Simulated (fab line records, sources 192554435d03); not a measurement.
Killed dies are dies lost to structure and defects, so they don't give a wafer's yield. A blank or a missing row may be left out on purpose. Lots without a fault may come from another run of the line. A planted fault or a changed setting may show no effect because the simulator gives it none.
fab line records | flow n5_finfet
record lots=23 wafers=69 last_day=17
route steps=1938 shown BEOL_M1@801 BEOL_M2@844
lots that met no fault: from a run of the same line without faults
start_h: hours from the record's first day to the start of the lot's first wafer shown | wait_h: hours since the lot's step before | " the same as in the row above | L1.1+2: a row that stands for several wafers | - no value, or no start given | * or withheld: withheld | < > ~ a bound
route shown NAME@n: a module of which the file shows steps, and the number in the route of the first | usual: mean/standard deviation of fault-free wafers | same: alike in all rows | chamber/n: place in a boat | sites: the reading at each site | _std_site: their standard deviation | _edge_site: outer sites' mean less inner sites' | radius_mm: how far each site lies from the wafer's centre | mask NAME#n: copy n | behind: the tool/chamber that last shaped the wafer | hold: why the lot was held/for how many hours/how that ended | device: the transistor (n, p or np) that didn't switch | end of line: the same wafers' tests at the end of the route | a step without rows: its recipe alone | killed: dies lost to structure and defects at the first sort, not the wafer's yield | map: a wafer's dies, x killed, . not, _ none there
set.NAME: the setting as run; set.NAME@STEP: as run at that earlier step | model.NAME: the simulator's own value behind a step, which no gauge read
steps of the route over a sample of lots; a table a step, a row a wafer
services: from which hour (start_h, from the record's first day; less than 0 if before it) a tool's chamber was out of use, for how many hours, and why
## steps
# step N5_BEOL_M1_ETCH_41
# recipe chemistry=CH3F/O2 target=SiCN target_depth_a=319 taper_deg=2 time_s=57.8 ion_energy_ev=120 mask_material=TiN pressure_mtorr=30 source_w=395 bias_w=75 Ar_flow_sccm=150 CH3F_flow_sccm=30 O2_flow_sccm=20
# usual bias_w=74.98/0.22 drypump_motor_current_A=5.4/0.45 oes_product_au=0.80/0.11 rf_vpp_V=297.7/1.7 showerhead_plenum_p_Torr=2.02/0.072 throttle_valve_pct=16.25/0.25
# columns lot.wafer tool chamber start_h wait_h bias_w drypump_motor_current_A oes_product_au rf_hours_counter_h rf_vpp_V showerhead_plenum_p_Torr throttle_valve_pct
L074.1 rie_diel-01 0 - - 75.03 5.3 0.87 59 300.8 2.12 16.22
L074.3 " 1 " " 74.95 6.0 0.69 241 297.5 1.97 16.29
L074.6 " 2 " " 75.28 5.5 0.73 - 297.2 2.00 16.47
L075.1 rie_diel-02 3 - - 75.24 5.0 0.90 27 297.8 1.96 16.27
L075.3 " 1 " " 74.75 5.6 0.76 143 300.4 2.09 16.46
L075.6 " 1 " " 74.85 5.6 0.76 - 301.1 2.09 16.47
L076.1 rie_diel-04 2 - - 75.35 4.7 0.94 8 299.7 2.15 16.13
L076.4 " 3 " " 75.32 5.9 0.70 201 295.5 1.89 16.59
L076.6 " 2 " " 75.26 4.7 0.94 - 299.7 2.15 16.11
L077.2 rie_diel-01 0 - - 74.54 5.3 0.86 69 299.2 2.11 16.24
L077.3 " 3 " " 74.75 5.7 0.71 185 297.9 2.07 16.32
L077.5 " 0 " " 74.69 5.3 0.85 - 299.4 2.11 16.23
L079.2 rie_diel-04 1 - - 75.09 5.1 0.69 244 298.4 2.05 16.34
L079.4 " 0 " " 74.73 5.4 0.97 9 296.5 1.96 16.03
L079.6 " 1 " " 75.21 5.1 0.69 - 298.5 2.05 16.35
L078.1 rie_diel-02 1 - - 75.33 5.6 0.76 153 299.9 2.09 16.49
L078.2 " 0 " " 74.97 6.5 0.68 244 299.0 2.05 16.22
L078.5 " 1 " " 74.98 5.6 0.76 - 300.7 2.09 16.48
L080.1 rie_diel-04 3 - - 75.04 5.9 0.70 209 294.3 1.88 16.63
L080.4 " 0 " " 75.08 5.4 0.96 10 295.7 1.96 16.01
L080.5 " 3 " " 75.09 5.9 0.70 - 294.9 1.88 16.62
L081.3 rie_diel-02 2 - - 74.65 5.1 0.71 202 297.1 1.99 16.27
L081.5 " 2 " " 75.19 5.1 0.71 - 297.0 1.99 16.26
L081.6 " 3 " " 75.03 4.9 0.88 - 297.1 1.96 16.31
L082.1 rie_diel-04 1 - - 75.38 5.1 0.68 247 298.6 2.05 16.34
L082.2 " 3 " " 75.13 5.9 0.70 211 295.4 1.88 16.61
L082.5 " 2 " " 74.68 4.7 0.91 - 300.1 2.14 16.14
L083.2 rie_diel-01 3 - - 74.75 5.7 0.71 193 298.7 2.07 16.33
L083.3 " 0 " " 75.04 5.3 0.84 78 300.6 2.11 16.25
L083.4 " 2 " " 74.70 5.5 0.71 178 297.3 1.99 16.50
L084.1 rie_diel-04 2 - - 75.12 4.7 0.92 23 300.8 2.14 16.15
L084.2 " 0 " " 74.73 5.4 0.93 16 297.7 1.96 16.03
L084.3 " 3 " " 74.98 5.9 0.69 214 295.0 1.88 16.61
L085.1 rie_diel-02 1 - - 74.91 5.5 0.74 162 299.0 2.09 16.51
L085.2 " 2 " " 74.84 5.1 0.70 210 297.2 1.99 16.29
L085.3 " 3 " " 74.76 5.0 0.86 45 295.8 1.95 16.30
L086.1 rie_diel-01 3 - - 74.85 5.7 0.69 199 298.0 2.07 16.33
L086.2 " 2 " " 74.95 5.4 0.71 184 297.6 1.99 16.50
L086.4 " 1 " " 75.24 5.9 1.00 5 296.1 1.97 15.77
L087.1 rie_diel-02 3 - - 75.13 5.0 0.85 50 297.8 1.95 16.32
L087.5 " 3 " " 75.04 5.0 0.85 - 296.1 1.95 16.31
L087.6 " 2 " " 74.94 5.2 0.69 - 297.1 1.99 16.29
L088.2 rie_diel-01 3 - - 74.63 5.7 0.70 204 299.0 2.06 16.35
L088.3 " 1 " " 75.22 6.0 0.97 11 296.4 1.96 15.76
L088.5 " 0 " " 74.86 5.3 0.83 - 299.2 2.11 16.27
L089.2 rie_diel-01 1 - - 75.10 6.0 0.97 12 296.3 1.96 15.77
L089.5 " 1 " " 75.10 6.0 0.98 - 297.4 1.96 15.79
L089.6 " 0 " " 74.81 5.3 0.83 - 298.2 2.11 16.27
L090.1 rie_diel-02 3 - - 75.05 4.9 0.84 55 296.4 1.95 16.32
L090.3 " 0 " " 75.17 6.5 0.94 6 298.6 2.05 15.74
L090.4 " 2 " " 75.12 5.1 0.69 219 296.1 1.99 16.30
L091.1 rie_diel-02 0 - - 74.95 6.5 0.94 7 298.6 2.05 15.74
L091.2 " 3 " " 74.80 4.9 0.86 55 295.7 1.95 16.31
L091.6 " 1 " " 74.86 5.6 0.73 - 299.8 2.08 16.51
L092.1 rie_diel-02 3 - - 75.04 5.0 0.84 59 295.8 1.95 16.34
L092.2 " 0 " " 75.25 6.5 0.93 9 299.1 2.05 15.73
L092.4 " 1 " " 74.96 5.6 0.73 177 298.9 2.08 16.53
L093.2 rie_diel-01 1 - - 75.15 6.0 0.97 19 294.7 1.96 15.78
L093.5 " 1 " " 75.03 5.9 0.96 - 297.4 1.96 15.79
L093.6 " 2 " " 75.09 5.4 0.71 - 295.8 1.99 16.55
L094.3 rie_diel-04 3 - - 74.82 5.9 0.68 235 294.0 1.87 16.66
L094.4 " 3 " " 74.74 6.0 0.68 - 294.9 1.87 16.66
L094.5 " 0 " " 75.08 5.4 0.90 - 296.5 1.95 16.06
L096.1 rie_diel-01 1 - - 75.08 6.0 0.95 22 296.3 1.96 15.79
L096.2 " 2 " " 74.82 5.4 0.69 201 296.0 1.99 16.53
L096.5 " 1 " " 75.44 6.0 0.94 - 297.2 1.96 15.81
L097.1 rie_diel-04 2 - - 74.53 4.7 0.87 48 299.2 2.13 16.20
L097.2 " 0 " " 74.43 5.4 0.88 40 296.0 1.95 16.08
L097.5 " 2 " " 75.02 4.7 0.86 - 299.3 2.13 16.19
# step N5_BEOL_M1_ANNEAL_82
# recipe temp_c=400 time_s=240 ambient=vacuum
# usual heater_power_w=912/130
# columns lot.wafer tool chamber start_h wait_h heater_power_w
L074.1 pvd_sputter-02 - 126.82 0.0 935
L074.3 " - " " 761
L074.6 " - " " 929
L075.1 pvd_sputter-01 - 137.96 0.0 850
L075.3 " - " " 920
L075.6 " - " " 994
L076.1 pvd_sputter-02 - 141.16 0.0 1107
L076.4 " - " " 897
L076.6 " - " " 916
L077.2 pvd_sputter-03 - 160.22 0.0 981
L077.3 " - " " 784
L077.5 " - " " 940
L079.2 pvd_sputter-01 - 163.79 0.0 1018
L079.4 " - " " 845
L079.6 " - " " 1079
L078.1 pvd_sputter-03 - 164.72 0.0 958
L078.2 " - " " 932
L078.5 " - " " 958
L080.1 pvd_sputter-02 - 164.91 0.0 1167
L080.4 " - " " 1149
L080.5 " - " " 890
L081.3 pvd_sputter-02 - 171.94 0.0 897
L081.5 " - " " 1137
L081.6 " - " " 916
L082.1 pvd_sputter-03 - 172.89 0.0 673
L082.2 " - " " 934
L082.5 " - " " 778
L083.2 pvd_sputter-03 - 180.67 0.0 976
L083.3 " - " " 783
L083.4 " - " " 683
L084.1 pvd_sputter-02 - 184.02 0.0 891
L084.2 " - " " 748
L084.3 " - " " 884
L085.1 pvd_sputter-03 - 194.58 0.0 972
L085.2 " - " " 779
L085.3 " - " " 676
L086.1 pvd_sputter-02 - 196.94 0.0 918
L086.2 " - " " 1160
L086.4 " - " " 767
L087.1 pvd_sputter-02 - 207.24 0.0 921
L087.5 " - " " 1122
L087.6 " - " " 776
L088.2 pvd_sputter-02 - 217.67 0.0 939
L088.3 " - " " 785
L088.5 " - " " 747
L089.2 pvd_sputter-01 - 222.41 0.0 911
L089.5 " - " " 835
L089.6 " - " " 1046
L090.1 pvd_sputter-02 - 223.41 0.0 1122
L090.3 " - " " 920
L090.4 " - " " 753
L091.1 pvd_sputter-03 - 225.22 0.0 705
L091.2 " - " " 970
L091.6 " - " " 965
L092.1 pvd_sputter-01 - 236.56 0.0 893
L092.2 " - " " 829
L092.4 " - " " 1030
L093.2 pvd_sputter-03 - 242.70 0.0 758
L093.5 " - " " 906
L093.6 " - " " 966
L094.3 pvd_sputter-01 - 248.36 0.0 884
L094.4 " - " " 1050
L094.5 " - " " 851
L096.1 pvd_sputter-03 - 256.75 0.0 960
L096.2 " - " " 675
L096.5 " - " " 688
L097.1 pvd_sputter-03 - 264.42 0.0 681
L097.2 " - " " 964
L097.5 " - " " 788
# step N5_BEOL_M1_SPUTTER_90
# recipe material=Cu target_thk_a=45 temp_c=-20 chamber_pressure_pa=0.07 power_w=withheld time_s=8.29
# usual throttle_valve_pct=30.2/1.1
# columns lot.wafer tool chamber start_h wait_h throttle_valve_pct
L074.1 pvd_sputter-02 - 127.40 0.1 31.7
L074.3 " - " " 30.4
L074.6 " - " " 31.8
L075.1 pvd_sputter-01 - 138.54 0.1 31.0
L075.3 " - " " 29.3
L075.6 " - " " 31.7
L076.1 pvd_sputter-02 - 141.74 0.1 29.1
L076.4 " - " " 29.8
L076.6 " - " " 31.3
L077.2 pvd_sputter-03 - 160.80 0.1 29.0
L077.3 " - " " 28.4
L077.5 " - " " 29.3
L079.2 pvd_sputter-01 - 164.37 0.1 31.9
L079.4 " - " " 30.9
L079.6 " - " " 30.8
L078.1 pvd_sputter-03 - 165.30 0.1 29.5
L078.2 " - " " 31.6
L078.5 " - " " 29.3
L080.1 pvd_sputter-02 - 165.49 0.1 29.0
L080.4 " - " " 28.8
L080.5 " - " " 31.4
L081.3 pvd_sputter-02 - 172.52 0.1 31.5
L081.5 " - " " 29.1
L081.6 " - " " 31.3
L082.1 pvd_sputter-03 - 173.47 0.1 30.3
L082.2 " - " " 31.8
L082.5 " - " " 28.5
L083.2 pvd_sputter-03 - 181.25 0.1 29.4
L083.3 " - " " 28.5
L083.4 " - " " 30.3
L084.1 pvd_sputter-02 - 184.60 0.1 31.7
L084.2 " - " " 30.2
L084.3 " - " " 30.1
L085.1 pvd_sputter-03 - 195.16 0.1 29.0
L085.2 " - " " 28.5
L085.3 " - " " 30.3
L086.1 pvd_sputter-02 - 197.52 0.1 31.5
L086.2 " - " " 29.1
L086.4 " - " " 30.3
L087.1 pvd_sputter-02 - 207.82 0.1 31.5
L087.5 " - " " 29.0
L087.6 " - " " 30.1
L088.2 pvd_sputter-02 - 218.25 0.1 31.4
L088.3 " - " " 30.3
L088.5 " - " " 30.1
L089.2 pvd_sputter-01 - 222.99 0.1 29.3
L089.5 " - " " 31.2
L089.6 " - " " 30.9
L090.1 pvd_sputter-02 - 223.99 0.1 29.2
L090.3 " - " " 31.5
L090.4 " - " " 30.4
L091.1 pvd_sputter-03 - 225.80 0.1 30.3
L091.2 " - " " 28.9
L091.6 " - " " 29.3
L092.1 pvd_sputter-01 - 237.14 0.1 29.4
L092.2 " - " " 31.2
L092.4 " - " " 31.2
L093.2 pvd_sputter-03 - 243.28 0.1 28.6
L093.5 " - " " 31.8
L093.6 " - " " 29.0
L094.3 pvd_sputter-01 - 248.94 0.1 29.4
L094.4 " - " " 31.8
L094.5 " - " " 30.8
L096.1 pvd_sputter-03 - 257.33 0.1 31.7
L096.2 " - " " 30.0
L096.5 " - " " 30.1
L097.1 pvd_sputter-03 - 265.00 0.1 30.3
L097.2 " - " " 31.6
L097.5 " - " " 28.1
# step N5_BEOL_M2_HM_DEP_02
# recipe material=TiN target_thk_a=200 temp_c=25 chamber_pressure_pa=0.49996
# usual throttle_valve_pct=30.3/1
# columns lot.wafer tool chamber start_h wait_h throttle_valve_pct
L074.1 pvd_sputter-01 - 132.53 3.2 30.8
L074.3 " - " " 29.6
L074.6 " - " " 31.6
L075.1 pvd_sputter-01 - 141.44 1.0 31.0
L075.3 " - " " 31.5
L075.6 " - " " 31.5
L076.1 pvd_sputter-02 - 145.07 0.7 30.3
L076.4 " - " " 31.2
L076.6 " - " " 29.8
L077.2 pvd_sputter-03 - 163.60 0.9 30.2
L077.3 " - " " 31.6
L077.5 " - " " 29.5
L079.2 pvd_sputter-03 - 167.16 0.9 31.5
L079.4 " - " " 28.4
L079.6 " - " " 31.8
L078.1 pvd_sputter-01 - 167.75 0.5 31.3
L078.2 " - " " 29.7
L078.5 " - " " 29.8
L080.1 pvd_sputter-03 - 167.98 0.4 29.2
L080.4 " - " " 28.4
L080.5 " - " " 28.9
L081.3 pvd_sputter-01 - 174.80 0.3 31.8
L081.5 " - " " 31.0
L081.6 " - " " 30.8
L082.1 pvd_sputter-03 - 176.09 0.7 31.7
L082.2 " - " " 28.0
L082.5 " - " " 28.5
L083.2 pvd_sputter-02 - 183.40 0.3 31.5
L083.3 " - " " 30.0
L083.4 " - " " 29.2
L084.1 pvd_sputter-02 - 186.96 0.5 30.1
L084.2 " - " " 30.1
L084.3 " - " " 31.5
L085.1 pvd_sputter-03 - 198.12 0.8 32.0
L085.2 " - " " 29.2
L085.3 " - " " 30.2
L086.1 pvd_sputter-01 - 203.09 3.5 31.5
L086.2 " - " " 30.8
L086.4 " - " " 29.6
L087.1 pvd_sputter-02 - 210.70 1.0 28.7
L087.5 " - " " 29.1
L087.6 " - " " 31.4
L088.2 pvd_sputter-03 - 221.04 0.7 29.2
L088.3 " - " " 30.3
L088.5 " - " " 29.1
L089.2 pvd_sputter-03 - 226.80 1.5 31.8
L089.5 " - " " 29.4
L089.6 " - " " 31.6
L090.1 pvd_sputter-02 - 227.27 0.8 29.8
L090.3 " - " " 31.2
L090.4 " - " " 29.2
L091.1 pvd_sputter-02 - 228.27 0.6 29.5
L091.2 " - " " 30.4
L091.6 " - " " 31.5
L092.1 pvd_sputter-01 - 239.11 0.0 31.5
L092.2 " - " " 31.1
L092.4 " - " " 29.3
L093.2 pvd_sputter-01 - 246.63 1.4 30.8
L093.5 " - " " 29.5
L093.6 " - " " 31.0
L094.3 pvd_sputter-01 - 251.22 0.4 29.5
L094.4 " - " " 31.0
L094.5 " - " " 31.0
L096.1 pvd_sputter-01 - 260.25 0.8 30.9
L096.2 " - " " 29.2
L096.5 " - " " 31.7
L097.1 pvd_sputter-01 - 267.65 0.7 29.4
L097.2 " - " " 31.7
L097.5 " - " " 31.6
# step N5_BEOL_M2_ETCH_77
# recipe chemistry=N2/H2 target=underlayer target_depth_a=65 mask_material=CAR-EUV time_s=5.2 ion_energy_ev=200 pressure_mtorr=30 source_w=840 bias_w=150 n2_flow_sccm=200 h2_flow_sccm=200 ends=cleared
# usual bias_w=150.0/0.46 drypump_motor_current_A=5.6/0.4 etch_rf_on_time_s=5.12/0.12 oes_product_au=0.69/0.08 rf_vpp_V=523.4/2.7 showerhead_plenum_p_Torr=2.52/0.08 throttle_valve_pct=17.81/0.18
# columns lot.wafer tool chamber start_h wait_h bias_w drypump_motor_current_A etch_rf_on_time_s oes_product_au rf_hours_counter_h rf_vpp_V showerhead_plenum_p_Torr throttle_valve_pct
L074.1 rie_diel-05 0 135.07 0.0 149.8 5.7 5.08 0.63 178 523.4 2.52 17.83
L074.3 " 1 " " 150.3 5.2 5.21 0.64 170 523.1 2.53 17.92
L074.6 " 0 " " 149.8 5.7 5.08 0.63 - 522.4 2.53 17.84
L075.1 rie_diel-05 2 144.15 0.0 149.4 5.7 5.11 0.64 177 528.3 2.63 17.48
L075.3 " 3 " " 149.3 5.2 4.87 0.85 1 522.2 2.49 17.86
L075.6 " 2 " " 149.8 5.7 5.08 0.65 - 525.5 2.63 17.52
L076.1 rie_diel-05 0 147.10 0.0 150.6 5.7 5.05 0.63 183 522.8 2.52 17.87
L076.4 " 3 " " 150.0 5.2 4.99 0.84 2 524.8 2.49 17.88
L076.6 " 3 " " 148.8 5.2 4.93 0.83 - 522.3 2.49 17.87
L077.2 rie_diel-03 0 165.15 0.0 149.6 6.1 5.04 0.70 98 522.6 2.45 17.72
L077.3 " 1 " " 149.7 5.3 4.93 0.86 3 524.8 2.61 17.88
L077.5 " 0 " " 149.9 6.1 5.02 0.70 - 521.7 2.45 17.73
L079.2 rie_diel-05 2 169.11 0.0 150.3 5.7 5.10 0.64 187 526.4 2.63 17.53
L079.4 " 3 " " 149.9 5.2 4.96 0.80 10 524.8 2.49 17.89
L079.6 " 0 " " 150.4 5.7 5.13 0.62 - 522.0 2.52 17.87
L078.1 rie_diel-03 2 170.22 0.0 150.3 6.2 5.05 0.63 166 519.7 2.44 18.03
L078.2 " 1 " " 150.5 5.3 4.97 0.85 5 526.6 2.61 17.86
L078.5 " 0 " " 148.8 6.1 5.06 0.70 - 523.9 2.45 17.71
L080.1 rie_diel-06 1 170.61 0.0 150.4 5.4 5.10 0.66 134 523.3 2.54 17.44
L080.4 " 3 " " 150.1 6.4 5.19 0.62 - 521.0 2.41 17.75
L080.5 " 0 " " 149.6 5.0 5.41 0.59 - 524.7 2.61 18.08
L081.3 rie_diel-03 2 176.25 0.0 149.6 6.2 4.99 0.64 169 519.1 2.44 17.97
L081.5 " 2 " " 149.8 6.2 5.01 0.64 - 520.1 2.44 18.04
L081.6 " 3 " " 151.0 5.6 5.18 0.74 - 519.3 2.48 17.75
L082.1 rie_diel-03 0 177.66 0.0 150.2 6.1 5.06 0.69 103 519.7 2.45 17.73
L082.2 " 1 " " 149.8 5.4 4.99 0.84 8 527.2 2.61 17.90
L082.5 " 0 " " 149.7 6.1 5.07 0.69 - 524.3 2.45 17.71
L083.2 rie_diel-06 2 185.27 0.0 149.5 5.7 5.38 0.81 1 528.6 2.72 17.52
L083.3 " 1 " " 150.5 5.4 5.12 0.66 141 526.2 2.54 17.44
L083.4 " 0 " " 150.8 5.0 5.36 0.59 239 526.0 2.61 18.06
L084.1 rie_diel-05 2 188.65 0.0 150.4 5.7 5.05 0.63 188 524.9 2.62 17.53
L084.2 " 0 " " 150.7 5.7 5.01 0.63 196 521.4 2.52 17.90
L084.3 " 3 " " 150.2 5.2 4.91 0.79 19 523.0 2.49 17.89
L085.1 rie_diel-06 2 199.71 0.0 150.1 5.7 5.33 0.80 6 530.9 2.72 17.52
L085.2 " 1 " " 150.0 5.4 5.08 0.65 146 523.5 2.53 17.47
L085.3 " 3 " " 149.7 6.4 5.25 0.60 208 521.9 2.41 17.77
L086.1 rie_diel-03 2 204.81 0.0 149.8 6.2 5.02 0.63 180 523.1 2.44 18.01
L086.2 " 3 " " 149.8 5.6 5.20 0.74 51 520.7 2.48 17.74
L086.4 " 1 " " 149.5 5.3 5.06 0.81 18 525.1 2.60 17.91
L087.1 rie_diel-05 3 216.98 0.0 149.7 5.2 4.95 0.76 28 522.3 2.48 17.92
L087.5 " 3 " " 150.3 5.2 4.99 0.76 - 522.6 2.48 17.88
L087.6 " 0 " " 149.7 5.7 5.13 0.61 - 523.0 2.51 17.89
L088.2 rie_diel-03 2 222.88 0.0 150.1 6.2 5.00 0.63 188 520.5 2.44 18.03
L088.3 " 3 " " 150.2 5.6 5.24 0.73 58 520.7 2.48 17.76
L088.5 " 2 " " 150.2 6.2 5.06 0.62 - 521.1 2.44 18.02
L089.2 rie_diel-03 3 228.48 0.0 150.2 5.6 5.24 0.72 60 521.4 2.48 17.78
L089.5 " 3 " " 149.8 5.6 5.22 0.71 - 521.8 2.48 17.74
L089.6 " 1 " " 149.7 5.3 5.03 0.79 - 526.3 2.60 17.93
L090.1 rie_diel-03 3 228.77 0.0 149.7 5.6 5.23 0.71 60 522.7 2.48 17.75
L090.3 " 1 " " 150.0 5.3 5.01 0.79 27 524.5 2.60 17.91
L090.4 " 1 " " 149.9 5.3 5.03 0.79 - 525.5 2.60 17.92
L091.1 rie_diel-03 2 229.98 0.0 150.1 6.3 5.01 0.63 190 522.9 2.44 18.03
L091.2 " 1 " " 151.0 5.3 5.02 0.78 28 527.8 2.60 17.92
L091.6 " 3 " " 149.5 5.6 5.27 0.72 - 521.6 2.48 17.75
L092.1 rie_diel-03 0 240.96 0.0 150.6 6.1 5.02 0.68 124 520.0 2.44 17.76
L092.2 " 3 " " 149.8 5.6 5.13 0.72 66 523.1 2.47 17.78
L092.4 " 2 " " 149.8 6.2 5.00 0.63 195 519.5 2.43 18.06
L093.2 rie_diel-06 0 248.27 0.0 150.1 5.0 5.30 0.83 1 524.5 2.60 17.67
L093.5 " 3 " " 150.1 6.5 5.27 0.59 - 519.5 2.40 17.83
L093.6 " 2 " " 150.1 5.7 5.38 0.76 - 524.5 2.71 17.56
L094.3 rie_diel-05 0 252.75 0.0 149.8 5.7 5.07 0.61 217 522.0 2.51 17.91
L094.4 " 2 " " 150.1 5.7 5.05 0.62 212 527.1 2.61 17.59
L094.5 " 1 " " 149.5 5.2 5.22 0.60 - 523.8 2.51 18.03
L096.1 rie_diel-03 1 261.95 0.0 150.5 5.3 5.03 0.78 39 524.3 2.59 17.94
L096.2 " 0 " " 149.2 6.1 4.95 0.67 130 520.7 2.44 17.75
L096.5 " 0 " " 149.5 6.1 5.01 0.68 - 522.1 2.44 17.76
L097.1 rie_diel-06 3 269.20 0.0 149.9 6.5 5.29 0.59 232 520.6 2.40 17.82
L097.2 " 2 " " 150.9 5.7 5.36 0.75 34 530.0 2.71 17.57
L097.5 " 3 " " 149.8 6.5 5.27 0.58 - 520.8 2.40 17.79
# step N5_BEOL_M2_TRENCH_ETCH_37
# recipe chemistry=C4F6/O2 target_depth_a=555.55 target=SiOC time_s=29.2 ion_energy_ev=250 pressure_mtorr=30 source_w=355 bias_w=185 Ar_flow_sccm=300 C4F6_flow_sccm=10 O2_flow_sccm=10
# usual bias_w=185.0/0.58 drypump_motor_current_A=5.6/0.44 oes_product_au=0.80/0.091 rf_vpp_V=667/12 showerhead_plenum_p_Torr=2.82/0.088 throttle_valve_pct=20.81/0.16
# columns lot.wafer tool chamber start_h wait_h bias_w drypump_motor_current_A oes_product_au rf_hours_counter_h rf_vpp_V showerhead_plenum_p_Torr throttle_valve_pct
L074.1 rie_diel-06 3 - - 185.9 6.5 0.73 179 664 2.73 20.81
L074.3 " 2 " " 184.5 5.6 0.67 241 646 2.68 20.79
L074.6 " 1 " " 185.8 5.4 0.78 - 662 2.85 20.50
L076.1 rie_diel-03 2 - - 186.0 6.2 0.76 158 662 2.73 20.86
L076.4 " 3 " " 184.6 5.6 0.92 - 672 2.79 20.75
L076.6 " 2 " " 186.0 6.2 0.76 - 663 2.73 20.86
L075.1 rie_diel-06 3 - - 183.9 6.4 0.72 185 664 2.73 20.81
L075.3 " 0 " " 185.6 5.0 0.71 222 683 2.93 21.04
L075.6 " 3 " " 184.4 6.4 0.72 - 665 2.73 20.83
L077.2 rie_diel-05 0 - - 184.5 5.7 0.72 189 642 2.82 20.89
L077.3 " 1 " " 185.2 5.2 0.72 182 664 2.83 20.88
L077.5 " 2 " " 185.1 5.7 0.75 - 687 2.97 20.60
L079.2 rie_diel-03 1 - - 185.0 5.3 1.00 7 687 2.90 20.83
L079.4 " 3 " " 184.9 5.6 0.89 40 671 2.79 20.78
L079.6 " 2 " " 185.3 6.2 0.75 - 664 2.73 20.84
L078.1 rie_diel-05 1 - - 184.7 5.2 0.72 186 664 2.83 20.89
L078.2 " 3 " " 184.7 5.2 0.93 13 676 2.80 20.94
L078.5 " 1 " " 185.5 5.2 0.72 - 663 2.83 20.88
L080.1 rie_diel-06 0 - - 186.0 5.0 0.70 237 684 2.92 21.05
L080.4 " 3 " " 185.5 6.4 0.72 - 666 2.72 20.85
L080.5 " 0 " " 185.5 5.1 0.69 - 683 2.92 21.05
L081.3 rie_diel-05 3 - - 185.3 5.2 0.92 15 675 2.80 20.96
L081.5 " 3 " " 185.3 5.2 0.91 - 674 2.80 20.93
L081.6 " 0 " " 185.1 5.7 0.73 - 644 2.82 20.90
L082.1 rie_diel-06 1 - - 185.5 5.4 0.77 140 660 2.84 20.53
L082.2 " 0 " " 185.4 5.0 0.69 237 684 2.92 21.04
L082.5 " 0 " " 185.6 5.0 0.69 - 684 2.92 21.05
L083.2 rie_diel-03 3 - - 185.2 5.7 0.89 45 671 2.78 20.77
L083.3 " 0 " " 185.0 6.1 0.80 106 663 2.77 20.94
L083.4 " 2 " " 185.0 6.2 0.74 173 664 2.73 20.88
L084.1 rie_diel-05 3 - - 183.5 5.2 0.92 19 676 2.79 20.95
L084.2 " 0 " " 185.2 5.7 0.71 196 643 2.82 20.90
L084.3 " 2 " " 185.0 5.6 0.74 189 687 2.96 20.61
L085.1 rie_diel-06 1 - - 185.5 5.4 0.77 147 660 2.83 20.54
L085.2 " 0 " " 185.9 5.0 0.69 245 684 2.92 21.06
L085.3 " 3 " " 184.7 6.4 0.71 208 662 2.72 20.87
L086.1 rie_diel-03 0 - - 184.9 6.1 0.79 116 664 2.76 20.94
L086.2 " 3 " " 185.6 5.6 0.85 56 671 2.78 20.79
L086.4 " 2 " " 186.4 6.2 0.72 185 662 2.72 20.89
L087.1 rie_diel-06 1 - - 184.3 5.4 0.76 152 661 2.83 20.54
L087.5 " 3 " " 185.5 6.5 0.70 - 665 2.72 20.88
L087.6 " 2 " " 186.3 5.7 0.92 - 656 3.01 20.52
L088.2 rie_diel-05 2 - - 184.7 5.7 0.74 200 686 2.96 20.63
L088.3 " 0 " " 184.6 5.7 0.71 207 641 2.82 20.93
L088.5 " 2 " " 185.6 5.7 0.74 - 687 2.96 20.64
L089.2 rie_diel-06 3 - - 185.0 6.4 0.70 218 665 2.72 20.87
L089.5 " 3 " " 185.0 6.4 0.70 - 666 2.72 20.87
L089.6 " 2 " " 185.2 5.6 0.90 - 656 3.01 20.51
L090.1 rie_diel-03 1 - - 184.4 5.3 0.92 29 689 2.89 20.84
L090.3 " 3 " " 185.1 5.6 0.85 62 672 2.77 20.80
L090.4 " 2 " " 185.2 6.2 0.73 192 663 2.72 20.91
L091.1 rie_diel-05 2 - - 184.2 5.7 0.74 205 685 2.96 20.63
L091.2 " 1 " " 184.8 5.2 0.71 207 665 2.82 20.92
L091.6 " 0 " " 184.5 5.7 0.70 - 642 2.81 20.93
L092.1 rie_diel-03 0 - - 185.7 6.1 0.79 125 662 2.76 20.97
L092.2 " 2 " " 185.0 6.2 0.72 196 663 2.72 20.92
L092.4 " 3 " " 184.6 5.6 0.85 67 672 2.77 20.79
L093.2 rie_diel-06 0 - - 184.2 5.1 0.98 2 684 2.91 20.71
L093.5 " 0 " " 184.3 5.0 0.97 - 683 2.92 20.69
L093.6 " 2 " " 184.6 5.6 0.88 - 654 3.00 20.53
L094.3 rie_diel-06 0 - - 185.7 5.0 0.95 6 683 2.91 20.72
L094.4 " 2 " " 184.0 5.7 0.88 30 658 3.00 20.53
L094.5 " 3 " " 184.6 6.5 0.68 - 664 2.71 20.88
L096.1 rie_diel-06 2 - - 184.2 5.7 0.87 31 654 3.00 20.54
L096.2 " 1 " " 184.8 5.4 0.74 170 662 2.82 20.57
L096.5 " 0 " " 184.4 5.1 0.94 - 683 2.91 20.71
L097.1 rie_diel-03 2 - - 185.6 6.2 0.72 206 663 2.71 20.93
L097.2 " 3 " " 185.3 5.6 0.84 78 671 2.77 20.82
L097.5 " 3 " " 185.5 5.6 0.83 - 670 2.77 20.83
## services
# columns tool chamber start_h hours kind
rie_diel-03 1 121.14 - clean
rie_diel-03 1 121.14 - consumable_replace:focus_ring
rie_diel-03 1 121.14 33.9 scheduled_down
rie_diel-03 1 121.14 33.9 vent_cycle
rie_diel-05 3 128.67 - clean
rie_diel-05 3 128.67 - consumable_replace:focus_ring
rie_diel-05 3 128.67 11.6 scheduled_down
rie_diel-06 2 158.01 - clean
rie_diel-06 2 158.01 - consumable_replace:focus_ring
rie_diel-06 2 158.01 - consumable_replace:showerhead
rie_diel-06 2 158.01 24.5 scheduled_down
rie_diel-06 2 158.01 24.5 vent_cycle
rie_diel-05 2 169.34 16.3 repair
rie_diel-05 0 170.33 5.8 repair
rie_diel-01 1 187.31 5.4 repair
rie_diel-06 0 219.61 - clean
rie_diel-06 0 219.61 - consumable_replace:focus_ring
rie_diel-06 0 219.61 23.5 scheduled_down
rie_diel-06 0 219.61 23.5 vent_cycle
rie_diel-03 0 223.19 7.0 repair
rie_diel-02 0 227.10 2.8 repair
rie_diel-06 3 249.82 7.8 repair
rie_diel-02 1 264.14 12.0 repair
rie_diel-06 1 268.25 3.5 repair
## key
fault none
